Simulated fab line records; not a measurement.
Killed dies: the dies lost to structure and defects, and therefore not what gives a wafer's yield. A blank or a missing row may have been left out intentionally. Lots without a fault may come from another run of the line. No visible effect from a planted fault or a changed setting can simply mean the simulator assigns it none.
A lot that was struck, set against a sound lot	flow n5-finfet	14 steps out of a route of 1938
Sound: wafers L734.2, L734.3, L734.5. Wafers L741.4, L741.5 were the ones struck. Last of all comes the cause.
At each step with rows: each side's tool, then ch and its chambers, then its first start. Under that, the readings that differ: sound wafers	struck wafers	difference of the means	sigmas: that difference in standard deviations of wafers without a fault.
alike: words and numbers the same on both sides, and readings whose means are apart by under 2 such deviations; not compared: readings that were withheld, readings missing a value for some wafer, numbers with overlapping values and no deviation given by the record, and bounds like >300 which may hide the same value.
Wherever a step has rows on one side only, a row that says differs or no value, or a row with sigmas, the two part there. When numbers do not overlap yet have no deviation, they are printed without sigmas and do not part them. Lack of a reading on every wafer of one side parts them only where that side has two or more wafers.

first, 1 step without rows for these wafers: N5_BEOL_M8_TRENCH_ETCH_37 (etches SiCOH lowk in C4F6/O2, target depth 93.478 nm, time 31.2 s).
N5_BEOL_M8_ETCH_41: etches SiCN in CH3F/O2, target depth 31.9 nm, time 57.8 s.
  sound: rie-diel-01 ch 0,2,3; struck: rie-diel-01 ch 2,3
  alike: O2_flow_sccm, drypump-motor-current-A, oes-product-au, rf-vpp-V, showerhead-plenum-p-Torr, throttle-valve-pct
  not compared: rf-hours-counter-h
N5_BEOL_M8_STRIP_80: strips in N2/H2, time 10 s.
  sound: rie-diel-01 ch 0,2,3; struck: rie-diel-01 ch 2,3
  alike: drypump-motor-current-A, oes-product-au, rf-vpp-V, showerhead-plenum-p-Torr, throttle-valve-pct
  not compared: rf-hours-counter-h
N5_BEOL_M8_OCD_MEAS_38:
  sound on ocd-02 at day 10 05:53; struck on ocd-02 at day 12 02:38
  alike: trench-depth-nm
then, 4 steps without rows for these wafers: N5_BEOL_M8_HM_STRIP_39 (strips TiN in peroxide tin strip, target depth 25 nm, time 158 s); N5_BEOL_M8_SRD_40 (time 30 s); N5_BEOL_M8_PRECLEAN_42 (cleans in residue remover, time 60 s); N5_BEOL_M8_SRD_43 (time 30 s).
N5_BEOL_M8_CD_MEAS_35 targets a cd of 40 nm.
  sound on cd-sem-01 at day 10 06:03; struck on cd-sem-01 at day 12 02:47
  alike: cd-nm
N5_BEOL_M8_CURE_75: cures SiCOH lowk, time 120 s.
  sound on uv-cure-01 ch 0, day 10 06:08; struck on uv-cure-02 ch 0, day 12 03:08
  alike: lamp-power-pct, wafer_temp_C_max
then, 1 step without rows for these wafers: N5_BEOL_M8_DEGAS_44 (time 60 s).
N5_BEOL_M8_PRE_CLEAN_45: time 30 s.
  sound on pvd-sputter-03 at day 10 06:27; struck on pvd-sputter-03 at day 12 03:25
  alike: heater-power-w
N5_BEOL_M8_ALD_77: deposits TaN, target thk 2 nm, pulse time 2 s, purge time 3 s.
  sound on ald-metal-01 ch 0,2,3, day 10 06:32; struck on ald-metal-01 ch 1,3, day 12 03:29
reading	sound	struck	difference	sigmas
ald-cycles	40 40 40	47 47	+7	
model.TaN_of_BEOL_M8_ALD_77.thk-nm (nm)	2 2 2	2.4 2.4	+0.4	
  alike: chamber-pressure-Torr, heater-power-w, precursor-vessel-pressure-torr
N5_BEOL_M8_SURFACE_TREAT_79:
  sound on pvd-sputter-03 at day 10 06:51; struck on pvd-sputter-03 at day 12 03:51
  not compared: throttle-valve-pct

WHERE THEY PART
Nowhere in this record.

WHY: what the simulator had put in
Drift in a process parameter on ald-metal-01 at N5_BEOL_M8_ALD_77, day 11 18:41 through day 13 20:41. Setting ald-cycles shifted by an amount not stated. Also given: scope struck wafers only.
